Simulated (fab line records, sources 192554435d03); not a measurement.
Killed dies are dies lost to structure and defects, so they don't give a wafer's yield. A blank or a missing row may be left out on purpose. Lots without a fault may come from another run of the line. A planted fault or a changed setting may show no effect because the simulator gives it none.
Which tool did it? | flow n5_finfet | 12 lots, 36 wafers sampled, at 2 steps of a route of 1938

WHAT THE GAUGES READ, wafer by wafer
N5_BEOL_M9_THK_MEAS_01.
lot  | measured     | on            | M9_ILD_THK (nm)
L075 | day 9 15:11  | film_metro-02 | 263 265 266
L077 | day 9 23:55  | film_metro-01 | 266 266 272
L079 | day 10 07:38 | film_metro-01 | 269 268 274
L081 | day 11 10:05 | film_metro-02 | 262 262 264
L084 | day 12 00:11 | film_metro-01 | 267 264 271
L083 | day 12 03:37 | film_metro-01 | 269 273 270
L088 | day 12 21:47 | film_metro-01 | 268 271 274
L089 | day 13 07:27 | film_metro-02 | 270 272 272
L091 | day 13 22:26 | film_metro-01 | 273 271 277
L094 | day 14 10:00 | film_metro-02 | 270 271 266
L095 | day 14 16:37 | film_metro-02 | 270 273 277
L096 | day 15 01:38 | film_metro-01 | 270 274 271

WHICH TOOL RAN EACH LOT (tool, then ch and the chambers of the sampled wafers, then the start)
lot  | N5_BEOL_M8_ANNEAL_51
L075 | rtp_anneal-01 ch 0, day 9 13:41
L077 | rtp_anneal-01 ch 0, day 9 22:22
L079 | rtp_anneal-01 ch 0, day 10 06:19
L081 | rtp_anneal-01 ch 0, day 11 08:32
L084 | rtp_anneal-02 ch 0, day 11 22:47
L083 | rtp_anneal-02 ch 0, day 12 02:11
L088 | rtp_anneal-02 ch 0, day 12 20:16
L089 | rtp_anneal-01 ch 0, day 13 05:47
L091 | rtp_anneal-02 ch 0, day 13 20:35
L094 | rtp_anneal-01 ch 0, day 14 08:39
L095 | rtp_anneal-02 ch 0, day 14 15:14
L096 | rtp_anneal-01 ch 0, day 15 00:15
- N5_BEOL_M8_ANNEAL_51: time 90 s.

THE ANSWER, worked out from the rows above alone
Rule: what is usual is taken from the lots themselves. Put in order of their means at a reading, lots are off if they are a third of the lots or fewer, leave a main group of 4 or more, and stand apart from it by a gap of 3 or more times the standard deviation of the main group's means; of several such gaps the widest counts. A main group whose means are all the same, to the digits that the tables above print for the reading, isn't used. A lot without any number at a reading at which 4 lots or more have one is off too. The other lots that the step has rows for count as sound.
No lot is off at any reading shown: from this, nothing can be told.

WHAT THE SIMULATOR HAD PUT IN
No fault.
